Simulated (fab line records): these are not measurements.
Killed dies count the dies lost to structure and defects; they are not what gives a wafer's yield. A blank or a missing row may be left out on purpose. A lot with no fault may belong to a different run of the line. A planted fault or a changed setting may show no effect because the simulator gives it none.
Comparing a struck lot with a sound one ; flow n5_finfet ; 14 out of 1938 route steps
Sound: these wafers, L213.1, L213.5, L213.6. The struck wafers were L222.1, L222.3, L222.4. Last of all comes the cause.
Order at every step that has rows: each side's tool, ch and its chambers, its first start. Under that, the readings that differ: sound wafers ; struck wafers ; difference of the means ; sigmas: that difference in standard deviations of wafers without a fault.
alike: readings whose means differ by less than 2 such deviations, and words and numbers that are the same on both sides. not compared: withheld readings, readings that some wafer has no value for, bounds like >300 that may hide the same value, and numbers for which the record gives no deviation and whose values overlap.
Wherever a step has rows on one side only, a row that says differs or no value, or a row with sigmas, the two part there. Numbers that don't overlap but have no deviation are shown without sigmas and don't part them. A reading that every wafer of one side lacks parts them only if that side has two wafers or more.

N5_BEOL_M11_CMP_52: polishes, stops on SiCOH lowk, t overpolish 7 s, target thk 140 nm.
  sound on cmp-01 ch 2,3, day 10 20:16; struck on cmp-01 ch 0,1,3, day 13 18:41
  alike: barrier_field_endpoint_s, motor_current_A, overpolish_run_s, retaining_ring_pressure_frac, time_to_endpoint_s
N5_BEOL_M11_THK_MEAS_53: measures by xrf.
  sound on film_metro-02, day 10 20:31; struck on film_metro-02, day 13 18:59
  alike: M11_THK
then, 1 step without rows for these wafers: N5_BEOL_M11_PRE_CLEAN_55 (time 15 s).
N5_BEOL_M11_DEP_56: deposits SiCN from 3MS/NH3, target thk 30 nm, time 10.5 s.
  sound on pecvd-04 ch 0,1,2, day 10 20:34; struck on pecvd-04 ch 0,1, day 13 19:03
  alike: showerhead_plenum_p_Torr, throttle_valve_pct
N5_BEOL_M11_RS_MEAS_57: a four-point-probe measurement.
  sound on film_metro-02, day 10 20:38; struck on film_metro-01, day 13 19:07
  alike: M11_RS
N5_BEOL_M11_INSPECT_58: inspects for defects (darkfield).
  sound on defect_inspect-01, day 10 20:40; struck on defect_inspect-01, day 13 19:08
  alike: raw_defect_count
N5_BEOL_M12_ILD_DEP_00: deposits SiOC from DEMS/O2, target thk 658.92 nm, time 130.7 s.
  sound on pecvd-02 ch 0,1, day 10 20:42; struck on pecvd-04 ch 0,1, day 13 19:11
  alike: heater_power_outer_w, heater_power_w, showerhead_plenum_p_Torr, throttle_valve_pct
N5_BEOL_M12_THK_MEAS_01:
  sound on film_metro-02, day 10 20:53; struck on film_metro-01, day 13 19:19
  alike: M12_ILD_THK
then, 4 steps without rows for these wafers: N5_BEOL_M12_COAT_58 (time 60 s, resist thk 89 nm); N5_BEOL_M12_COAT_04 (resist thk 400 nm); N5_BEOL_M12_EBR_06; N5_BEOL_M12_SOFTBAKE_05 (time 60 s).
N5_BEOL_M12_EXPOSE_07: exposes mask V11.
  sound on krf_scanner-01 ch 0, day 10 21:08; struck on krf_scanner-02, day 13 19:34
  no value came back on the struck wafers for exposure_dose_mJ_cm2, focus_offset_nm (nm); on the sound wafers exposure_dose_mJ_cm2 reads 32.48 32.49 32.51
  alike: mask
then, 1 step without rows for these wafers: N5_BEOL_M12_PEB_08 (peb time 90 s).

== WHERE THEY PART ==
Only at N5_BEOL_M12_EXPOSE_07, as far as this record shows.

WHY: the cause the simulator had injected
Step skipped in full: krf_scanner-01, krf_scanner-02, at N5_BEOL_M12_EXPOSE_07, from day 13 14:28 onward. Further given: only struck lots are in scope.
